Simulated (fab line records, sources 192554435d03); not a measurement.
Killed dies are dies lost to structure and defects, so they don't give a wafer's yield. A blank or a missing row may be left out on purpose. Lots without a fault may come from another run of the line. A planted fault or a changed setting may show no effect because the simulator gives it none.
Split-lot experiment | flow n5_finfet | 7 lots, 21 wafers read, on a route of 1938 steps

THE SPLIT
At N5_BEOL_M8_COAT_22 (resist thk 30 nm), the setting spin_rpm was moved away from the recipe's 1500 rpm on 8 of the 21 wafers read, by -10.8% to +5.4%. The other wafers ran this setting at the recipe's value.

FROM THE SPLIT TO THE READING: what the file shows between them, 4 steps
- N5_BEOL_M8_EBR_24
- N5_BEOL_M8_SOFTBAKE_23: time 60 s
- N5_BEOL_M8_EXPOSE_25: exposes mask V7, target cd 40 nm
- N5_BEOL_M8_PEB_26: peb time 60 s

THE READING
CAR-EUV_of_BEOL_M8_COAT_22.thk_nm (the simulator's own value, which no gauge read), in nm, at N5_BEOL_M8_DEVELOP_27 (develop time 30 s). The file gives no usual value for it. The 13 wafers here that ran the recipe average 29.6 nm, standard deviation 0.14 nm.

wafer  | tool, chamber at the split | spin_rpm as run, rpm | against the recipe | CAR-EUV_of_BEOL_M8_COAT_22.thk_nm, nm | against lot-mates on the recipe
L079.1 | litho_track-03, 0          | 1500                 | recipe             | 29.8                                  | -
L079.2 | litho_track-03, 0          | 1581                 | +5.4%              | 28.8                                  | -1.0
L079.6 | litho_track-03, 0          | 1581                 | +5.4%              | 28.8                                  | -1.0
L080.2 | litho_track-05, 0          | 1438                 | -4.1%              | 30.4                                  | +0.8
L080.3 | litho_track-05, 0          | 1500                 | recipe             | 29.6                                  | -
L080.5 | litho_track-05, 0          | 1438                 | -4.1%              | 30.2                                  | +0.6
L082.2 | litho_track-03, 0          | 1500                 | recipe             | 29.8                                  | -
L082.3 | litho_track-03, 0          | 1353                 | -9.8%              | 31.2                                  | +1.4
L082.5 | litho_track-03, 0          | 1353                 | -9.8%              | 31.2                                  | +1.4
L085.1 | litho_track-03, 0          | 1500                 | recipe             | 29.4                                  | -
L085.5 | litho_track-03, 0          | 1500                 | recipe             | 29.4                                  | -
L085.2 | litho_track-03, 0          | 1338                 | -10.8%             | 31.2                                  | +1.8
L093.2 | litho_track-03, 0          | 1576                 | +5.1%              | 28.8                                  | -0.7
L093.4 | litho_track-03, 0          | 1500                 | recipe             | 29.6                                  | -
L093.5 | litho_track-03, 0          | 1500                 | recipe             | 29.4                                  | -
L094.1 | litho_track-03, 0          | 1500                 | recipe             | 29.4                                  | -
L094.3 | litho_track-03, 0          | 1500                 | recipe             | 29.6                                  | -
L094.5 | litho_track-03, 0          | 1500                 | recipe             | 29.6                                  | -
L097.2 | litho_track-02, 0          | 1500                 | recipe             | 29.6                                  | -
L097.6 | litho_track-02, 0          | 1500                 | recipe             | 29.6                                  | -
L097.3 | litho_track-02, 0          | 1500                 | recipe             | 29.4                                  | -

THE FIT
A straight line over all 21 wafers: CAR-EUV_of_BEOL_M8_COAT_22.thk_nm changes by -0.158 nm for each +1% of spin_rpm; r = -0.98; the points scatter about the line by 0.13 nm.
The same after taking each lot's own level away (the mean of its wafers on the recipe; 21 wafers): -0.158 nm for each +1%; r = -0.99; scatter 0.1 nm.
On that fit, the largest move of spin_rpm shifts the reading by 1.7 nm.
The lots' own levels span 29.40 to 29.80 nm, that is 2.9 times the standard deviation above.
So the lot-to-lot level changes the slope little: the two slopes agree.
Check: with one of the wafers moved furthest among these (-10.8%) left out of the fit, the line predicts +1.65 nm for it against its lot-mates. It came out at +1.8 nm against them.

OTHER SPLITS ON THESE WAFERS
These wafers also went through other splits before the reading. Each is held against what the fit with the lots' levels taken away leaves over:
other split on the same wafers   | wafers away from the commonest value | r with CAR-EUV_of_BEOL_M8_COAT_22.thk_nm (lot level and that fit taken away)
N5_BEOL_M4_COAT_67 spin_rpm      | 8                                    | +0.17
N5_BEOL_M4_COAT_22 spin_rpm      | 6                                    | +0.25
N5_BEOL_M5_ETCH_68 bias_w        | 8                                    | +0.38
N5_BEOL_M5_VIA_ETCH_34 bias_w    | 9                                    | +0.13
N5_BEOL_M5_ETCH_41 source_w      | 2                                    | +0.13
N5_BEOL_M6_DEP_56 time_s         | 7                                    | -0.51
N5_BEOL_M7_PECVD_70 time_s       | 6                                    | +0.03
N5_BEOL_M7_VIA_ETCH_34 bias_w    | 5                                    | +0.20
N5_BEOL_M7_TRENCH_ETCH_37 bias_w | 7                                    | -0.12

THE WHOLE CHAIN: every reading that the file lists as answering this split, in the file's order
step                  | what it does      | reading                                                                            | change (the file's fit)               | r (the file's)
N5_BEOL_M8_COAT_22    | resist thk 30 nm  | CAR-EUV_of_BEOL_M8_COAT_22.thk_nm (the simulator's own value, which no gauge read) | -0.166 nm for each +1% of the setting | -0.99
N5_BEOL_M8_DEVELOP_27 | develop time 30 s | CAR-EUV_of_BEOL_M8_COAT_22.thk_nm (the simulator's own value, which no gauge read) | -0.158 nm for each +1% of the setting | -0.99

THE FILE'S OWN FIT
CAR-EUV_of_BEOL_M8_COAT_22.thk_nm changes by -0.158 nm for each +1% of spin_rpm, r = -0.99.
